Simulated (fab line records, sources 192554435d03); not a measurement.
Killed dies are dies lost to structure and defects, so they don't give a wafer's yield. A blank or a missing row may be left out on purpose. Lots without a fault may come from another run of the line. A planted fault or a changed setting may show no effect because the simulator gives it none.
Chamber matching | flow n5_finfet | N5_BEOL_M10_DEP_56 on pecvd-02: 3 sister chambers
The step deposits SiCN from 3MS/NH3, target thk 15 nm, time 26.5 s. 6 wafers are shown with their chamber, then 7 later ones without.

WAFERS WITH THEIR CHAMBER
wafer  | chamber | throttle_valve_pct (%) | showerhead_plenum_p_Torr (Torr)
L081.2 | 1       | 8.5                    | 3.666
L080.2 | 1       | 8.2                    | 3.667
L084.5 | 2       | 9.1                    | 3.685
L084.6 | 0       | 9.4                    | 3.660
L094.1 | 2       | 9.5                    | 3.684
L094.2 | 0       | 9.2                    | 3.664

WAFERS WITHOUT THEIR CHAMBER
wafer  | throttle_valve_pct (%) | showerhead_plenum_p_Torr (Torr)
L094.4 | 9.2                    | 3.656
L093.1 | 9.3                    | 3.685
L093.2 | 9.1                    | 3.663
L093.4 | 8.4                    | 3.674
L097.1 | 8.6                    | 3.673
L097.4 | 9.0                    | 3.670
L097.5 | 8.6                    | 3.657

WHICH CHAMBER EACH WENT THROUGH
wafer  | from the rows above     | in truth
L094.4 | 0                       | 0
L093.1 | 2                       | 2
L093.2 | 0                       | 0
L093.4 | 1                       | 1
L097.1 | 1                       | 1
L097.4 | can't be placed: 1 or 0 | 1
L097.5 | can't be placed: 0 or 1 | 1
Placed correctly: 5 of 7. Can't be placed from these rows: 2 (the true chamber is among the candidates in 2). Placed wrongly: 0.
How it was worked out, from the rows above alone: a wafer's distance from a chamber is the root of the sum, over the readings, of the square of ((its reading less the chamber's mean) divided by the reading's scatter). The wafer belongs to the nearest chamber; if the next one is less than 2 further off, it can't be placed. A chamber's mean is the mean of its shown wafers. The scatter: the root of (the sum of the squares of (reading less its chamber's mean) over the shown wafers, divided by (wafers less chambers)).
